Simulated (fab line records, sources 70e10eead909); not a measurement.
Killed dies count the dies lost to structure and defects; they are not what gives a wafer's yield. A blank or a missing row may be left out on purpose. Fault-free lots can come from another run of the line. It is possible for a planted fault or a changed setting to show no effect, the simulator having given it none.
Which of the tools did it? -- flow nand harc -- 24 lots with 72 wafers sampled at 6 steps, on a route of 1302 steps

== WHAT THE GAUGES SHOWED, per wafer ==
NHARC_P_M0_OVL_MEAS_10: pitch 180 nm.
lot,measured,on,overlay x nm (nm),overlay y nm (nm)
L074,day 6 11:01,overlay-02,-0.6 -0.4 -0.5,0.2 -0.2 0.2
L075,day 6 13:20,overlay-01,1.1 0.6 0.4,0.0 -0.1 -0.1
L076,day 6 21:10,overlay-02,0.4 0.6 0.3,-0.3 0.3 0.1
L077,day 7 05:47,overlay-01,-1.0 -1.2 -1.1,-0.2 -1.0 -0.4
L078,day 7 15:38,overlay-02,-0.2 -0.6 0.6,1.3 1.8 0.9
L079,day 8 11:14,overlay-02,1.5 1.1 1.5,-0.8 -0.9 -0.4
L080,day 8 15:26,overlay-01,0.0 0.2 1.0,-0.4 -0.3 0.2
L081,day 8 22:16,overlay-01,-1.9 -2.0 -2.0,0.1 0.5 1.2
L082,day 9 14:19,overlay-02,-0.3 -0.8 -0.8,-0.6 -0.3 -0.4
L083,day 9 23:11,overlay-02,-1.5 -2.0 -1.9,0.0 0.1 -0.8
L084,day 10 09:42,overlay-02,-0.9 -1.3 -1.2,-0.9 -0.7 -0.8
L085,day 10 16:14,overlay-01,0.5 0.6 0.7,0.1 0.3 0.2
L086,day 10 22:04,overlay-01,-0.4 -1.2 -0.7,0.7 -0.4 0.2
L087,day 11 08:56,overlay-01,-0.1 -0.2 0.4,-1.3 -1.2 -1.1
L088,day 12 02:33,overlay-02,0.2 0.2 0.1,0.8 0.8 0.0
L089,day 12 14:50,overlay-02,0.6 0.8 1.1,0.5 0.3 0.2
L090,day 12 22:16,overlay-01,-1.1 -0.9 -0.6,-0.5 -0.3 -0.1
L091,day 13 02:11,overlay-01,-0.3 0.0 -0.6,-1.5 -1.3 -0.5
L092,day 13 13:25,overlay-01,-0.9 -0.6 -0.7,-0.2 0.2 0.0
L093,day 13 23:48,overlay-01,0.5 -0.1 0.1,0.1 0.0 0.4
L094,day 14 07:40,overlay-01,-0.5 -0.1 -0.2,-0.9 -0.8 -0.8
L095,day 14 16:56,overlay-01,1.1 0.5 0.4,0.3 0.8 0.7
L096,day 15 03:27,overlay-01,0.1 -0.2 -0.1,-1.3 -1.5 -2.2
L097,day 15 17:18,overlay-01,0.8 0.7 0.5,0.4 -0.3 0.0

NHARC_P_M0_INSPECT_27.
lot,measured,on,raw defect count
L074,day 6 13:35,defect inspect-01,192 189 388
L075,day 6 15:55,defect inspect-02,124 307 320
L076,day 6 23:45,defect inspect-02,365 412 340
L077,day 7 08:32,defect inspect-02,363 333 342
L078,day 7 18:16,defect inspect-01,283 523 423
L079,day 8 14:08,defect inspect-02,301 376 280
L080,day 8 18:02,defect inspect-01,237 337 481
L081,day 9 00:50,defect inspect-02,178 242 140
L082,day 9 16:53,defect inspect-01,265 195 300
L083,day 10 02:07,defect inspect-01,185 98 167
L084,day 10 12:17,defect inspect-02,187 258 230
L085,day 10 18:50,defect inspect-01,312 270 216
L086,day 11 00:40,defect inspect-01,118 170 147
L087,day 11 11:53,defect inspect-01,201 533 297
L088,day 12 05:17,defect inspect-01,295 195 269
L089,day 12 17:23,defect inspect-02,235 370 302
L090,day 13 00:49,defect inspect-02,342 207 268
L091,day 13 04:44,defect inspect-02,188 466 283
L092,day 13 16:22,defect inspect-02,305 492 512
L093,day 14 02:23,defect inspect-01,241 276 272
L094,day 14 10:17,defect inspect-02,133 135 215
L095,day 14 19:31,defect inspect-01,350 342 232
L096,day 15 06:02,defect inspect-02,343 350 471
L097,day 15 19:55,defect inspect-01,194 199 190

NHARC_P_M1_OVL_MEAS_10: pitch 260 nm.
lot,measured,on,overlay x nm (nm),overlay y nm (nm)
L074,day 6 14:56,overlay-02,-1.6 -1.2 -0.8,-0.5 -1.0 -1.4
L075,day 6 17:23,overlay-01,0.3 0.2 -0.3,-0.3 -0.2 -0.3
L076,day 7 01:13,overlay-02,0.3 0.9 0.5,-0.7 -0.3 -0.6
L077,day 7 09:53,overlay-02,-0.9 -0.8 -0.9,0.4 0.4 0.4
L078,day 7 19:37,overlay-01,-1.1 -0.2 -0.9,0.2 0.4 0.5
L079,day 8 15:36,overlay-02,-0.2 -0.6 -0.5,-0.1 0.2 0.2
L080,day 8 19:31,overlay-02,-0.5 -0.5 -0.8,1.3 0.7 1.5
L081,day 9 02:11,overlay-01,-0.9 -1.7 -1.3,-0.4 -0.6 -0.3
L082,day 9 18:22,overlay-02,0.1 0.2 0.7,-0.6 -0.8 -1.0
L083,day 10 03:29,overlay-02,-0.3 0.0 -0.7,1.3 0.9 1.2
L084,day 10 13:38,overlay-02,-2.0 -1.9 -2.0,0.5 0.1 0.8
L085,day 10 20:19,overlay-01,0.0 0.3 0.0,0.0 0.3 -0.5
L086,day 11 02:09,overlay-01,-0.3 -0.5 -0.5,-1.0 -1.6 -1.2
L087,day 11 13:23,overlay-02,0.2 0.5 0.1,-1.0 -1.2 -0.9
L088,day 12 06:56,overlay-01,0.9 1.3 0.8,-0.3 -0.5 -0.6
L089,day 12 18:52,overlay-01,1.2 1.5 1.1,-0.2 -0.4 -0.3
L090,day 13 02:19,overlay-02,-0.2 -0.2 0.1,-1.1 -0.4 -0.2
L091,day 13 06:05,overlay-01,0.7 0.5 0.4,-1.5 -1.0 -1.0
L092,day 13 17:51,overlay-02,-0.8 -0.2 -0.4,0.0 -0.1 0.4
L093,day 14 03:50,overlay-02,0.4 1.2 0.7,0.5 0.6 0.6
L094,day 14 12:00,overlay-02,0.1 0.2 -0.1,0.7 0.4 1.4
L095,day 14 21:00,overlay-02,0.4 0.5 -0.4,0.1 -0.6 -0.2
L096,day 15 07:31,overlay-01,-0.7 0.0 -0.5,0.1 -0.1 -0.1
L097,day 15 21:24,overlay-01,0.2 0.1 0.8,-0.5 -0.2 -0.4

NHARC_P_BONDPAD_CD_MEAS_09: target cd 500 nm.
lot,measured,on,cd nm (nm)
L074,day 6 23:30,cd sem-02,499.9 494.3 498.2
L075,day 7 02:07,cd sem-02,501.4 503.8 501.5
L076,day 7 09:59,cd sem-02,500.0 497.7 498.3
L077,day 7 18:19,cd sem-02,502.5 499.8 500.9
L078,day 8 04:06,cd sem-02,503.1 502.3 500.3
L079,day 9 00:25,cd sem-02,500.7 499.3 500.1
L080,day 9 03:52,cd sem-03,500.3 496.8 500.7
L081,day 9 10:55,cd sem-02,499.2 499.8 502.0
L082,day 10 03:10,cd sem-01,502.0 500.0 501.4
L083,day 10 11:52,cd sem-01,501.0 502.2 499.8
L084,day 10 22:23,cd sem-02,499.9 500.1 498.9
L085,day 11 05:04,cd sem-02,499.1 498.6 499.1
L086,day 11 10:55,cd sem-02,500.9 500.5 502.8
L087,day 11 21:50,cd sem-03,497.1 499.4 496.3
L088,day 12 15:53,cd sem-03,498.4 501.2 499.4
L089,day 13 03:31,cd sem-03,499.4 498.5 502.7
L090,day 13 10:55,cd sem-03,499.7 502.3 499.8
L091,day 13 15:18,cd sem-01,499.3 498.1 502.1
L092,day 14 02:25,cd sem-03,501.1 500.8 500.9
L093,day 14 13:00,cd sem-02,503.1 502.1 501.6
L094,day 14 20:43,cd sem-01,504.2 503.8 501.8
L095,day 15 05:30,cd sem-02,499.5 502.0 497.9
L096,day 15 15:58,cd sem-03,500.8 503.0 499.8
L097,day 16 05:49,cd sem-01,500.1 503.3 501.4

== WHAT TOOL EACH LOT RAN ON (gives the tool, then ch and the chambers of the sampled wafers, and finally the start) ==
lot,NHARC_P_M0_CMP_23,NHARC_P_M1_PVD_21
L074,"cmp-04 ch 1,2,3, day 6 13:10","pvd sputter-01, day 6 23:30 or earlier"
L075,"cmp-01 ch 0,1,3, day 6 15:30","pvd sputter-02, day 7 02:07 or earlier"
L076,"cmp-01 ch 0,2,3, day 6 23:16","pvd sputter-01, day 7 09:59 or earlier"
L077,"cmp-01 ch 2,3, day 7 08:04","pvd sputter-01, day 7 18:19 or earlier"
L078,"cmp-03 ch 0,1,3, day 7 17:49","pvd sputter-03, day 8 04:06 or earlier"
L079,"cmp-01 ch 0,1, day 8 13:40","pvd sputter-03, day 9 00:25 or earlier"
L080,"cmp-03 ch 0,1,2, day 8 17:34","pvd sputter-03, day 9 03:52 or earlier"
L081,"cmp-01 ch 0,1, day 9 00:22","pvd sputter-01, day 9 10:55 or earlier"
L082,"cmp-04 ch 1,2,3, day 9 16:26","pvd sputter-02, day 10 03:10 or earlier"
L083,"cmp-01 ch 0,2,3, day 10 01:39","pvd sputter-02, day 10 11:52 or earlier"
L084,"cmp-03 ch 0,1, day 10 11:50","pvd sputter-02, day 10 22:23 or earlier"
L085,"cmp-01 ch 0,2,3, day 10 18:23","pvd sputter-01, day 11 05:04 or earlier"
L086,"cmp-01 ch 0,2,3, day 11 00:11","pvd sputter-02, day 11 10:55 or earlier"
L087,"cmp-04 ch 2,3, day 11 11:26","pvd sputter-02, day 11 21:50 or earlier"
L088,"cmp-03 ch 0,1,3, day 12 04:49","pvd sputter-01, day 12 15:53 or earlier"
L089,"cmp-01 ch 1,2, day 12 16:57","pvd sputter-01, day 13 03:31 or earlier"
L090,"cmp-03 ch 0,1, day 13 00:21","pvd sputter-01, day 13 10:55 or earlier"
L091,"cmp-03 ch 2,3, day 13 04:17","pvd sputter-01, day 13 15:18 or earlier"
L092,"cmp-01 ch 0,2,3, day 13 15:54","pvd sputter-01, day 14 02:25 or earlier"
L093,"cmp-03 ch 0,1, day 14 01:55","pvd sputter-01, day 14 13:00 or earlier"
L094,"cmp-01 ch 0,1, day 14 09:49","pvd sputter-01, day 14 20:43 or earlier"
L095,"cmp-04 ch 1,2,3, day 14 19:04","pvd sputter-01, day 15 05:30 or earlier"
L096,"cmp-04 ch 1,2, day 15 05:35","pvd sputter-02, day 15 15:58 or earlier"
L097,"cmp-04 ch 0,2, day 15 19:27","pvd sputter-01, day 16 05:49 or earlier"
- NHARC_P_M0_CMP_23: polishes, t overpolish 20 s, target thk 117.54 nm.
- NHARC_P_M1_PVD_21: deposits Cu, target thk 30 nm, time 20.49 s.

== WHAT THE TOOLS THEMSELVES READ (means of the sampled wafers that have a number; where no wafer has one, the mark that the record gives instead) ==
NHARC_P_M0_CMP_23.
lot,tool,motor current A (A),time to endpoint s (s)
L074,cmp-04,12.3,26.2
L075,cmp-01,9.9,30.3
L076,cmp-01,10.5,32.2
L077,cmp-01,10.8,31.8
L078,cmp-03,12.4,30.9
L079,cmp-01,9.7,26.9
L080,cmp-03,12.6,29.6
L081,cmp-01,9.7,23.7
L082,cmp-04,12.1,24.9
L083,cmp-01,10.3,29.4
L084,cmp-03,12.0,28.3
L085,cmp-01,10.3,29.5
L086,cmp-01,10.6,31.0
L087,cmp-04,12.9,25.4
L088,cmp-03,12.2,30.4
L089,cmp-01,10.6,32.9
L090,cmp-03,12.7,26.6
L091,cmp-03,11.8,27.4
L092,cmp-01,10.1,31.0
L093,cmp-03,12.4,30.1
L094,cmp-01,9.8,29.0
L095,cmp-04,12.3,24.9
L096,cmp-04,12.4,30.1
L097,cmp-04,13.5,28.4

NHARC_P_M1_PVD_21.
lot,tool,substrate temp c (C),throttle valve pct (%)
L074,pvd sputter-01,30.04,30.4
L075,pvd sputter-02,29.95,30.6
L076,pvd sputter-01,29.94,30.5
L077,pvd sputter-01,30.12,30.4
L078,pvd sputter-03,30.18,29.5
L079,pvd sputter-03,30.04,30.3
L080,pvd sputter-03,29.94,29.4
L081,pvd sputter-01,30.02,29.6
L082,pvd sputter-02,30.08,30.9
L083,pvd sputter-02,29.99,31.3
L084,pvd sputter-02,30.11,31.4
L085,pvd sputter-01,30.04,30.1
L086,pvd sputter-02,30.06,31.3
L087,pvd sputter-02,29.96,30.5
L088,pvd sputter-01,30.08,29.6
L089,pvd sputter-01,30.02,29.8
L090,pvd sputter-01,30.01,28.9
L091,pvd sputter-01,29.92,29.9
L092,pvd sputter-01,30.09,30.4
L093,pvd sputter-01,29.94,29.6
L094,pvd sputter-01,29.99,29.7
L095,pvd sputter-01,29.91,29.7
L096,pvd sputter-02,29.92,31.4
L097,pvd sputter-01,30.00,29.9

== THE ANSWER, worked out from the rows above alone ==
Rule: the usual values come from the lots themselves. The widest of any qualifying gaps counts: lots, ordered by their means at a reading, are off when they make up no more than a third of the lots, leave a main group of 4 or more, and stand apart from it by 3 or more times the standard deviation of that group's means. If all means in a main group match to the digits the tables above print for the reading, that group is not used. A lot without any number at a reading at which 4 lots or more have one is off too. Any other lot the step has rows for is counted as sound. Order of review: gauges by route order, followed by the tools' own readings, for which a lot's mean as printed above is used. The first step at which some lot is off is used, and at that step the reading that is off furthest; a lot without a number counts as furthest.
None of the lots is off at any reading shown; this tells nothing.

== WHAT WAS PUT IN BY THE SIMULATOR ==
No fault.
